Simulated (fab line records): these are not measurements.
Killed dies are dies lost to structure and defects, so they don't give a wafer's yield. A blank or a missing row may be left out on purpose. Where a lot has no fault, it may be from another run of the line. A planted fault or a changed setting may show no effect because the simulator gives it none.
Chamber matching | flow n5-finfet | pecvd-02 running N5_BEOL_M4_PECVD_72: 3 sister chambers
The step deposits SiO2 from TEOS/O2, target thk 16 nm, time 18 s. 3 wafers are shown with their chamber, then 10 later ones without.

== EACH WAFER AND ITS CHAMBER ==
wafer  | chamber | showerhead-plenum-p-Torr (Torr)
L090.2 | 2       | 8.85
L089.1 | 1       | 8.70
L089.3 | 0       | 8.74

== WAFERS WITHOUT THEIR CHAMBER ==
wafer  | showerhead-plenum-p-Torr (Torr)
L089.5 | 8.73
L092.4 | 8.82
L092.5 | 8.74
L092.6 | 8.71
L093.2 | 8.82
L093.4 | 8.69
L093.5 | 8.81
L094.2 | 8.82
L094.4 | 8.74
L094.6 | 8.69

== CHAMBER TAKEN BY EACH ==
wafer  | from the rows above     | in truth
L089.5 | can't be placed: 0 or 1 | 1
L092.4 | 2                       | 2
L092.5 | can't be placed: 0 or 1 | 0
L092.6 | can't be placed: 1 or 0 | 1
L093.2 | 2                       | 2
L093.4 | can't be placed: 1 or 0 | 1
L093.5 | can't be placed: 2 or 0 | 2
L094.2 | 2                       | 2
L094.4 | can't be placed: 0 or 1 | 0
L094.6 | can't be placed: 1 or 0 | 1
Correctly placed: 3 of 10. These rows do not allow placing 7 (true chamber among the candidates in 7). 0 placed wrongly.
How it was worked out, from the rows above alone: a wafer's distance from a chamber is the root of the sum, over the readings, of the square of ((its reading less the chamber's mean) divided by the reading's scatter). The wafer belongs to the nearest chamber; if the next one is less than 2 further off, it can't be placed. Each chamber's mean is taken over the wafers shown for it. The scatter: with one shown wafer a chamber, the root of the mean of the squares of how far each hidden wafer lies from its nearest shown one.
